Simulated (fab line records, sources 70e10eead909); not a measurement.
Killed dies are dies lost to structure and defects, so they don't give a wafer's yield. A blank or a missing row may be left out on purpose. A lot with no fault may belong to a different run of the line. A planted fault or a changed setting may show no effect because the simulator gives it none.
A lot that was struck, set against a sound lot || flow nand-harc || 18 out of 1159 route steps
Sound: these wafers, L663.1, L663.2, L663.3. Struck: wafers L672.3, L672.4, L672.5. The cause is given at the end.
Per side, at each step with rows, come the tool, then ch with its chambers, and then its first start. Under that, the readings that differ: sound wafers || struck wafers || difference of the means || sigmas: that difference in standard deviations of wafers without a fault.
alike: readings with means less than 2 such deviations apart, plus words and numbers identical on both sides. not compared: withheld readings, readings lacking a value on some wafer, bounds such as >300 that could conceal the same value, and numbers that have no deviation in the record and whose values overlap.
A row with sigmas, a row that says differs or no value, or rows on one side alone: a step with any of these is where the two part. Non-overlapping numbers with no deviation appear without sigmas and do not part them. Lack of a reading on every wafer of one side parts them only where that side has two or more wafers.

first, 1 step without rows for these wafers: NHARC_A_M0_SRD_25.
NHARC_A_M0_INSPECT_27:
  sound: defect-inspect-01 at day 18 00:22; struck: defect-inspect-02 at day 20 03:04
  alike: raw-defect-count
NHARC_A_M0_PRE_CLEAN_31: time 12 s.
  sound on pecvd-04 ch 0,1,2, day 18 00:26; struck on pecvd-04 ch 0,1,2, day 20 03:10
  alike: heater-power-w
NHARC_A_M0_DEP_32: deposits SiCN, target thk 30 nm.
  sound on pecvd-04 ch 0,1,2, day 18 00:31; struck on pecvd-04 ch 0,1,2, day 20 03:16
  alike: heater-power-w
then, 7 steps without rows for these wafers: NHARC_A_M1_DEP_00 (deposits SiOC, target thk 182.5 nm); NHARC_A_M1_DEHYDRATE_01 (time 120 s); NHARC_A_M1_HMDS_02 (time 30 s); NHARC_A_M1_COAT_34 (time 65 s); NHARC_A_M1_COAT_03 (resist thk 90 nm); NHARC_A_M1_SOFTBAKE_04 (time 55 s); NHARC_A_M1_EBR_05.
NHARC_A_M1_EXPOSE_06: exposes mask A M1, target cd 120 nm.
  sound on arfi-scanner-02 ch 0, day 18 01:44; struck on arfi-scanner-03 ch 0, day 20 04:21
{"reading": "model.A_M1.overlay-x-nm (nm)", "sound": "-0.4863 -0.4863 -0.4863", "struck": "10.28 10.28 10.28", "difference": "+10.77", "sigmas": ""}
  alike: mask, reticle-temp-C
then, 2 steps without rows for these wafers: NHARC_A_M1_PEB_07 (peb time 65 s); NHARC_A_M1_DEVELOP_08 (develop time 35 s).
NHARC_A_M1_CD_MEAS_09: target cd 120 nm.
  sound on cd-sem-03 ch 0, day 18 01:52; struck on cd-sem-02 ch 0, day 20 04:29
  alike: cd-nm
NHARC_A_M1_OVL_MEAS_10: pitch 240 nm.
  sound: overlay-02 at day 18 01:58; struck: overlay-01 at day 20 04:34
{"reading": "overlay-x-nm (nm)", "sound": "0.3 -0.9 -0.4", "struck": "9.7 9.7 10.5", "difference": "+10.3", "sigmas": "+14"}
{"reading": "overlay-y-nm (nm)", "sound": "0.6 0.8 1.1", "struck": "-0.8 -1.2 -1.2", "difference": -1.9, "sigmas": -3}
NHARC_A_M1_INSPECT_11:
  sound: defect-inspect-01 at day 18 02:00; struck: defect-inspect-01 at day 20 04:37
  alike: raw-defect-count
NHARC_END_SORT_01:
  here the record holds rows for the struck wafers (prober-02 ch 0, day 21 23:43) but none for the sound ones

WHERE THEY PART
At NHARC_A_M1_OVL_MEAS_10 first; at NHARC_END_SORT_01 last (within this record only).

WHY: what had been put in by the simulator
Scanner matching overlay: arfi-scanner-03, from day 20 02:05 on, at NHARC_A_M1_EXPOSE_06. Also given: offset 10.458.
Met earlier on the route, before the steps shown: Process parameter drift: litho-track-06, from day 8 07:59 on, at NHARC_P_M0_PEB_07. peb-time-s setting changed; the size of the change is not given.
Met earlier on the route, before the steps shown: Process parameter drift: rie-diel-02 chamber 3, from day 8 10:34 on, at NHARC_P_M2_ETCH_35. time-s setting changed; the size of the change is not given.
